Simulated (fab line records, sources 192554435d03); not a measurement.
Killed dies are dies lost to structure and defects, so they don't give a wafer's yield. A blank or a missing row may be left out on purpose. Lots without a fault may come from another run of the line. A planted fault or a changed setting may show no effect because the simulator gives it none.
fab line records | flow n5_finfet
record lots=3 wafers=9 last_day=16
route steps=1938 shown MOL_CONTACT_COAG@567 BEOL_M4@1111 PASSIVATION@1936
lots that met no fault: from a run of the same line without faults
start_h: hours from the record's first day to the start of the lot's first wafer shown | wait_h: hours since the lot's step before | " the same as in the row above | L1.1+2: a row that stands for several wafers | - no value, or no start given | * or withheld: withheld | < > ~ a bound
route shown NAME@n: a module of which the file shows steps, and the number in the route of the first | usual: mean/standard deviation of fault-free wafers | same: alike in all rows | chamber/n: place in a boat | sites: the reading at each site | _std_site: their standard deviation | _edge_site: outer sites' mean less inner sites' | radius_mm: how far each site lies from the wafer's centre | mask NAME#n: copy n | behind: the tool/chamber that last shaped the wafer | hold: why the lot was held/for how many hours/how that ended | device: the transistor (n, p or np) that didn't switch | end of line: the same wafers' tests at the end of the route | a step without rows: its recipe alone | killed: dies lost to structure and defects at the first sort, not the wafer's yield | map: a wafer's dies, x killed, . not, _ none there
set.NAME: the setting as run; set.NAME@STEP: as run at that earlier step | model.NAME: the simulator's own value behind a step, which no gauge read
lots at some steps of the route; a table a step, a row a wafer
services: from which hour (start_h, from the record's first day; less than 0 if before it) a tool's chamber was out of use, for how many hours, and why
## steps
# step N5_MOL_CONTACT_COAG_COAT_78
# recipe resist=CAR-EUV spin_rpm=1500 resist_thk_nm=40
# step N5_MOL_CONTACT_COAG_EBR_80
# recipe solvent=PGMEA ebr_width_mm=1.5
# step N5_MOL_CONTACT_COAG_SOFTBAKE_79
# recipe temp_c=110 time_s=60 resist=CAR-EUV
# step N5_MOL_CONTACT_COAG_EXPOSE_81
# recipe mask_id=VG na=0.33 source_shape=annular sigma_inner=0.3 sigma_outer=0.7 polarization=unpolarized defocus_nm=0 dose_mj=59.5
# step N5_MOL_CONTACT_COAG_PEB_82
# recipe peb_temp_c=100 peb_time_s=60 resist=CAR-EUV
# step N5_MOL_CONTACT_COAG_DEVELOP_83
# recipe develop_time_s=30 developer=TMAH resist=CAR-EUV rinse_liquid=surfactant_rinse dry=air_spin dev_temp_c=23
# step N5_MOL_CONTACT_COAG_DESCUM_88
# recipe chemistry=O2 time_s=7 source_power_w=50 bias_power_w=20 pressure_mtorr=20 rf_frequency_hz=2.712e+07 temp_c=40 resist=CAR-EUV o2_flow_sccm=225
# step N5_MOL_CONTACT_COAG_ETCH_89
# recipe chemistry=N2/H2 target=underlayer target_depth_a=130 mask_material=CAR-EUV time_s=10.4 ion_energy_ev=200 pressure_mtorr=30 source_w=840 bias_w=150 n2_flow_sccm=200 h2_flow_sccm=200 ends=cleared
# step N5_MOL_CONTACT_COAG_ETCH_90
# recipe chemistry=CF4 target=SiARC target_depth_a=130 mask_material=CAR-EUV time_s=21.7 ion_energy_ev=80 pressure_mtorr=40 source_w=545 bias_w=36 Ar_flow_sccm=100 cf4_flow_sccm=100 ends=cleared
# step N5_MOL_CONTACT_COAG_ALD_131
# recipe material=SiO2 target_thk_a=50 temp_c=100 ald_precursor_family=BDEAS ald_co_reactant=O2-plasma pulse_time_s=1 co_reactant_pulse_time_s=1 purge_time_s=2 co_reactant_purge_time_s=2 ald_cycles=35 pressure_torr=2
# usual ald_cycles=35/0 heater_power_outer_w=41/3.5 heater_power_w=80/5.9 precursor_pulse_height_rel=1.000/0.021
# same pulse_time_s=1
# columns lot.wafer tool chamber start_h wait_h ald_cycles heater_power_outer_w heater_power_w precursor_pulse_height_rel model.SiO2_of_MOL_CONTACT_COAG_ALD_131.thk_nm
L328.1 ald_sin-02 0 142.41 0.1 35 40 80 0.998 5
L328.2 " 2 " " 35 43 82 0.994 5
L328.5 " 3 " " 35 38 77 1.028 5
L335.1 ald_sin-02 2 185.41 0.1 28 43 82 1.036 4
L335.3 " 0 " " 35 41 82 1.013 5
L335.4 " 3 " " 35 38 77 0.989 5
L339.1 ald_sin-04 1 213.88 0.1 35 39 76 0.980 5
L339.3 " 0 " " 35 47 95 0.972 5
L339.5 " 0 " " 35 48 94 1.007 5
# step N5_MOL_CONTACT_COAG_ETCHBACK_132
# recipe chemistry=CHF3 target=SiO2 target_depth_a=100 time_s=6.7 ion_energy_ev=200 pressure_mtorr=30 source_w=610 bias_w=170 Ar_flow_sccm=200 CHF3_flow_sccm=50
# step N5_MOL_CONTACT_COAG_ETCH_91
# recipe chemistry=N2/H2 target=SOC target_depth_a=600 overetch_a=210 mask_material=SiARC temp_c=40 time_s=101.2 ion_energy_ev=200 pressure_mtorr=30 source_w=840 bias_w=150 n2_flow_sccm=200 h2_flow_sccm=200
# step N5_MOL_CONTACT_COAG_STRIP_92
# recipe chemistry=N2/H2 temp_c=40 n2_flow_sccm=200 h2_flow_sccm=200 rf_frequency_hz=6e+07
# step N5_MOL_CONTACT_COAG_STRIP_93
# recipe chemistry=N2/H2 temp_c=40 n2_flow_sccm=200 h2_flow_sccm=200 rf_frequency_hz=6e+07
# step N5_MOL_CONTACT_COAG_ETCHBACK_135
# recipe chemistry=CHF3 target=SiO2 target_depth_a=250 time_s=16.7 ion_energy_ev=200 pressure_mtorr=30 source_w=610 bias_w=170 Ar_flow_sccm=200 CHF3_flow_sccm=50
# step N5_MOL_CONTACT_COAG_STRIP_118
# recipe chemistry=CHF3 resist=SiARC rf_frequency_hz=6e+07
# step N5_MOL_CONTACT_COAG_VIA_ETCH_46
# recipe chemistry=C4F6/O2 target_depth_a=460 overetch_a=92 mask_material=SOC target=SiO2 bias_w=455 pressure_mtorr=10 time_s=40 source_w=325 Ar_flow_sccm=300 C4F6_flow_sccm=10 O2_flow_sccm=10 ion_energy_ev=575.3 ends=end_point
# step N5_MOL_CONTACT_COAG_STRIP_96
# recipe chemistry=N2/H2 power_w=500 temp_c=40 pressure_mtorr=50 rf_frequency_hz=6e+07 overash_fraction=0.3 bias_power_w=28 h2_frac=0.5 n2_flow_sccm=300 h2_flow_sccm=300
# step N5_MOL_CONTACT_COAG_ETCH_47
# recipe chemistry=CH3F/O2 target=SiNx target_depth_a=270 mask_material=SiO2 stop_on=W over_etch_frac=0.2 ion_energy_ev=120 endpoint=OES-CN pressure_mtorr=30 source_w=395 bias_w=73 Ar_flow_sccm=150 CH3F_flow_sccm=30 O2_flow_sccm=20 ends=end_point
# step N5_MOL_CONTACT_COAG_STRIP_119
# recipe chemistry=N2/H2 time_s=30 power_w=1000 temp_c=250 pressure_mtorr=withheld n2_flow_sccm=1750 h2_flow_sccm=3250
# step N5_MOL_CONTACT_COAG_PRECLEAN_144
# recipe chemistry=alkaline_clean temp_c=60 time_s=60 do_ppb=50
# step N5_MOL_CONTACT_COAG_SRD_145
# recipe dry=ipa_marangoni time_s=30 temp_c=23 rinse_liquid=diw
# step N5_MOL_CONTACT_COAG_COAT_62
# recipe resist=SOC temp_c=250 time_s=60 spin_rpm=1500 resist_thk_nm=60
# step N5_MOL_CONTACT_COAG_COAT_63
# recipe resist=SiARC temp_c=220 time_s=60 spin_rpm=1500 resist_thk_nm=10
# step N5_MOL_CONTACT_COAG_COAT_64
# recipe resist=underlayer temp_c=205 time_s=60 spin_rpm=1500 resist_thk_nm=10
# step N5_MOL_CONTACT_COAG_COAT_34
# recipe resist=CAR-EUV spin_rpm=1500 resist_thk_nm=40
# step N5_MOL_CONTACT_COAG_EBR_36
# recipe solvent=PGMEA ebr_width_mm=1.5
# step N5_MOL_CONTACT_COAG_SOFTBAKE_35
# recipe temp_c=110 time_s=60 resist=CAR-EUV
# step N5_MOL_CONTACT_COAG_EXPOSE_37
# recipe mask_id=VD na=0.33 source_shape=annular sigma_inner=0.3 sigma_outer=0.7 polarization=unpolarized defocus_nm=0 dose_mj=62
# step N5_MOL_CONTACT_COAG_PEB_38
# recipe peb_temp_c=100 peb_time_s=60 resist=CAR-EUV
# step N5_MOL_CONTACT_COAG_DEVELOP_39
# recipe develop_time_s=30 developer=TMAH resist=CAR-EUV rinse_liquid=surfactant_rinse dry=air_spin dev_temp_c=23
# step N5_MOL_CONTACT_COAG_DESCUM_45
# recipe chemistry=O2 time_s=7 source_power_w=50 bias_power_w=20 pressure_mtorr=20 rf_frequency_hz=2.712e+07 temp_c=40 resist=CAR-EUV o2_flow_sccm=225
# step N5_MOL_CONTACT_COAG_ETCH_65
# recipe chemistry=N2/H2 target=underlayer target_depth_a=130 mask_material=CAR-EUV time_s=10.4 ion_energy_ev=200 pressure_mtorr=30 source_w=840 bias_w=150 n2_flow_sccm=200 h2_flow_sccm=200 ends=cleared
# step N5_MOL_CONTACT_COAG_ETCH_66
# recipe chemistry=CF4 target=SiARC target_depth_a=130 mask_material=CAR-EUV time_s=21.7 ion_energy_ev=80 pressure_mtorr=40 source_w=545 bias_w=36 Ar_flow_sccm=100 cf4_flow_sccm=100 ends=cleared
# step N5_MOL_CONTACT_COAG_ALD_133
# recipe material=SiO2 target_thk_a=50 temp_c=100 ald_precursor_family=BDEAS ald_co_reactant=O2-plasma pulse_time_s=1 co_reactant_pulse_time_s=1 purge_time_s=2 co_reactant_purge_time_s=2 ald_cycles=35 pressure_torr=2
# step N5_BEOL_M4_RC_MEAS_101
# usual DIBL_N=36.1/2 DIBL_P=36.3/2.4 IOFF_N=0.15/0.035 IOFF_P=0.21/0.039 ION_N=672/15 ION_P=463/9.7 SS_N=71.5/0.7 SS_P=73.2/0.75 VT_N=251/3.6 VT_P=-250/3.8
# columns lot.wafer tool chamber start_h wait_h DIBL_N[mV/V] DIBL_P[mV/V] IOFF_N[nA/um] IOFF_P[nA/um] ION_N[uA/um] ION_P[uA/um] SS_N[mV/dec] SS_P[mV/dec] VT_N[mV] VT_P[mV]
L328.1 prober-01 0 214.21 0.5 38.2 39.3 0.22 0.26 686 465 72.3 73.7 244 -246
L328.2 " 0 " " 33.8 33.7 0.13 0.19 679 464 71.3 72.3 251 -248
L328.5 " 0 " " 34.5 35.1 0.15 0.20 671 459 71.5 73.7 248 -248
L335.1 prober-02 0 252.27 0.0 38.5 39.4 0.20 0.28 689 476 72.4 74.1 246 -246
L335.3 " 0 " " 35.3 34.9 0.14 0.20 674 461 70.5 72.4 250 -251
L335.4 " 0 " " 35.0 34.5 0.14 0.19 667 458 71.4 72.0 254 -251
L339.1 prober-02 0 284.39 0.0 36.1 35.6 0.13 0.18 652 458 71.1 73.5 256 -253
L339.3 " 0 " " 39.0 39.6 0.20 0.26 683 470 71.3 74.1 247 -252
L339.5 " 0 " " 38.8 40.2 0.18 0.25 683 464 72.2 74.4 250 -250
# step N5_PASSIVATION_PROBE_49
# usual defect_limited_yield=91.1/1.6 killed_at_M0_to_M3=35/11 killed_at_M4_up=13/5.4 killed_at_contacts=13/6.5 killed_at_front_end=40/14 killed_at_other=4/3.1 killed_dies=105/18 killed_on_rim=14/4.1 killed_open=69/14 killed_short=34/7.3 sort_bin_5_function=5.2/0.96 sort_bin_6_memory=3.4/0.77 sort_bin_8_speed=0.02/0.13 sort_n_pass=1075/19 sort_yield_pct=91.1/1.6
# same gross_dies=1180 killed_at_back_side=0 sort_bin_4_leakage[%]=0
# columns lot.wafer tool chamber start_h wait_h defect_limited_yield[%] killed_at_M0_to_M3 killed_at_M4_up killed_at_contacts killed_at_front_end killed_at_other killed_dies killed_on_rim killed_open killed_short sort_bin_5_function[%] sort_bin_6_memory[%] sort_bin_8_speed[%] sort_n_pass sort_yield_pct[%]
L335.1 prober-02 - 363.98 0.0 84.8 29 9 89 51 1 179 29 70 36 6.0 2.6 0 1001 84.8
L335.3 prober-02 - 364.08 0.1 89.6 27 14 18 64 0 123 14 84 39 5.5 4.4 0 1057 89.6
L335.4 prober-02 - 364.13 0.2 91.4 23 10 20 48 1 102 17 60 41 6.2 2.0 0 1078 91.4
# killed by level:class
L335.1 MOL_CONTACT_COAG:area_ald=69 MOL_CONTACT_COAG:geometric_particle:open=18 FIN_SAQP:geometric_particle:open=12 BEOL_M0_SAQP:geometric_particle:short=11 STI_FIN_REVEAL:geometric_particle:open=9 FIN_SAQP:geometric_particle:short=7 GATE_CUT:geometric_particle:short=6 BEOL_M0_SAQP:geometric_particle:open=6
L335.3 FIN_SAQP:geometric_particle:open=18 FIN_SAQP:geometric_particle:short=15 MOL_CONTACT_COAG:geometric_particle:open=13 STI_FIN_REVEAL:geometric_particle:open=11 BEOL_M0_SAQP:geometric_particle:open=11 BEOL_M4:geometric_particle:open=10 GATE_CUT:geometric_particle:short=6 BEOL_M0_SAQP:geometric_particle:short=6
L335.4 MOL_CONTACT_COAG:geometric_particle:open=14 STI_FIN_REVEAL:geometric_particle:open=10 FIN_SAQP:geometric_particle:short=7 BEOL_M0_SAQP:geometric_particle:short=7 MOL_CONTACT_COAG:geometric_particle:short=6 DUMMY_GATE:geometric_particle:open=5 BEOL_M2:geometric_particle:open=5 FIN_SAQP:geometric_particle:open=4
# map L335.1 (x killed, . not)
_________________.x..........________________
______________.x.......x......x._____________
___________...................x....__________
__________.........................._________
________...x...............x........x._______
_______...x.xx........x...x.....x...x.x______
______......................x..........._____
_____.......x......x.x.....x..........x..____
____.x................x.x.x...xx.........x___
___..x....xx........xx.....x........x....x.__
___..........x..x....x......x......x....x..__
__....x.............x..x.........x.........._
__x......x......x.xx....x.....x............._
_x..x.......x.......x.xx..x...xx.........x..x
_....xx.x....................................
_...x........xxxxx........xx........x.......x
_......x...........x.....x...xx.....x..x.xx..
_......x......x.............x..........x.....
_x.....x........xx...x.x....x....x......x....
_.....x................x...xxx.............x.
_x...x...x........x..x..xx.......x.....xx....
__x..x.................x...........x..xx...._
__...x.xx.x...............x................x_
___x..x..x.x................x....x.x.x.....__
___....x....................x...x..........__
____x...........x..x.....xx.x...........xx___
_____x.x.x..................x.........x..____
______....xx..............x............._____
_______....x....x.............x........______
________...x.x...........x............_______
__________x........x....x....x......_________
___________x...x.x..x.....x..xx....__________
______________..x....x........xx_____________
_________________x.....x.x...________________
# map L328.2 (x killed, . not)
_________________...x...xx...________________
______________.....x....x....xxx_____________
___________..x.....................__________
__________........x.....x....x...x.._________
________..x..................x........_______
_______.........xx.........x.x..xx.....______
______.........x...x............x......._____
_____........x.......x.x............x....____
____..........x............x.x............___
___..............xx......xx......x..x......__
___.................x................x.....__
__........x.....xx.x..x........x.x.........._
__...x.....xx.x....x...........x............_
_x......x..................x.................
_...................x................x.......
_................x....................x......
_.....................x.............x........
_................x...........................
_x................................x...x......
_...x......x..........x.x............x.......
_..............x.x.......x...................
__............x....x.x.....x.............x.._
__x...x.....x..........x............xx......_
___........x...............x.....x.....x...__
___...x...................xxx...........x..__
____......................................___
_____.x.x........xx....x.................____
______...x........xx.......x............_____
_______..............x..x..............______
________.x.............x..........xx.._______
__________.x....................x..._________
___________...............x........__________
______________.........x........_____________
_________________..x.........________________
## services
# columns tool chamber start_h hours kind
ald_sin-04 - 176.76 14.0 pm
ald_sin-04 0 176.76 14.0 vent_cycle
ald_sin-04 1 176.76 14.0 vent_cycle
ald_sin-04 2 176.76 14.0 vent_cycle
ald_sin-04 3 176.76 14.0 vent_cycle
ald_sin-04 0 190.76 - clean
ald_sin-04 1 190.76 - clean
ald_sin-04 2 190.76 - clean
ald_sin-04 3 190.76 - clean
## key
first_sign step=N5_MOL_CONTACT_COAG_ALD_131 reading=ald_cycles direction=down sigmas=99+ usual=* struck=*
effect step=N5_PASSIVATION_PROBE_49 reading=killed_at_contacts direction=up sigmas=12 usual=13 struck=89
model_effect step=N5_MOL_CONTACT_COAG_ALD_131 value=SiO2_of_MOL_CONTACT_COAG_ALD_131.thk_nm without=5 struck=4
more_kills_born_at N5_MOL_CONTACT_COAG_ALD_131@ald_sin-02=69
met_at N5_MOL_CONTACT_COAG_ALD_131
struck_wafers L335.1
onset_between 142.41 185.41
fault kind=process_parameter_drift tool=ald_sin-02 chamber=- onset_h=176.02 steps=N5_MOL_CONTACT_COAG_ALD_131 channel=ald_cycles offset=* shape=step end_h=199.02 scope=struck_wafers_only acts_in=* stated=*
